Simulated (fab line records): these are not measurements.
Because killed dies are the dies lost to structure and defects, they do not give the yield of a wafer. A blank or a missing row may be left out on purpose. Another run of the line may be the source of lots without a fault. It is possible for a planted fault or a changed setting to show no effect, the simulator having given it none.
Matching of chambers + flow n5_finfet + rie_diel-06 running N5_STI_FIN_REVEAL_STRIP_24: 4 sister chambers
The step strips in N2/H2, time 90 s. 4 wafers are shown with their chamber, then 7 later ones without.

WAFERS WITH THEIR CHAMBER
| wafer  | chamber | showerhead_plenum_p_Torr (Torr) |
|--------|---------|---------------------------------|
| L573.5 | 2       | 3.38                            |
| L579.2 | 1       | 3.29                            |
| L579.4 | 0       | 3.41                            |
| L584.5 | 3       | 3.42                            |

WAFERS MISSING THEIR CHAMBER
| wafer  | showerhead_plenum_p_Torr (Torr) |
|--------|---------------------------------|
| L584.6 | 3.40                            |
| L586.1 | 3.36                            |
| L586.4 | 3.28                            |
| L586.6 | 3.42                            |
| L588.1 | 3.36                            |
| L588.4 | 3.28                            |
| L588.5 | 3.28                            |

WHICH CHAMBER EACH WENT THROUGH
| wafer  | from the rows above          | in truth |
|--------|------------------------------|----------|
| L584.6 | can't be placed: 0 or 2 or 3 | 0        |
| L586.1 | 2                            | 2        |
| L586.4 | 1                            | 1        |
| L586.6 | can't be placed: 3 or 0      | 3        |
| L588.1 | 2                            | 2        |
| L588.4 | 1                            | 1        |
| L588.5 | 1                            | 1        |
Correctly placed: 5 of 7. From these rows, 2 cannot be placed; in 2 the true chamber is one of the candidates. Placed wrongly: 0.
How it was worked out, from the rows above alone: a wafer's distance from a chamber is the root of the sum, over the readings, of the square of ((its reading less the chamber's mean) divided by the reading's scatter). The wafer belongs to the nearest chamber; if the next one is less than 2 further off, it can't be placed. The mean given for a chamber averages the wafers shown for that chamber. The scatter: root of mean squared gap, hidden wafer to nearest shown wafer, with one shown wafer a chamber.
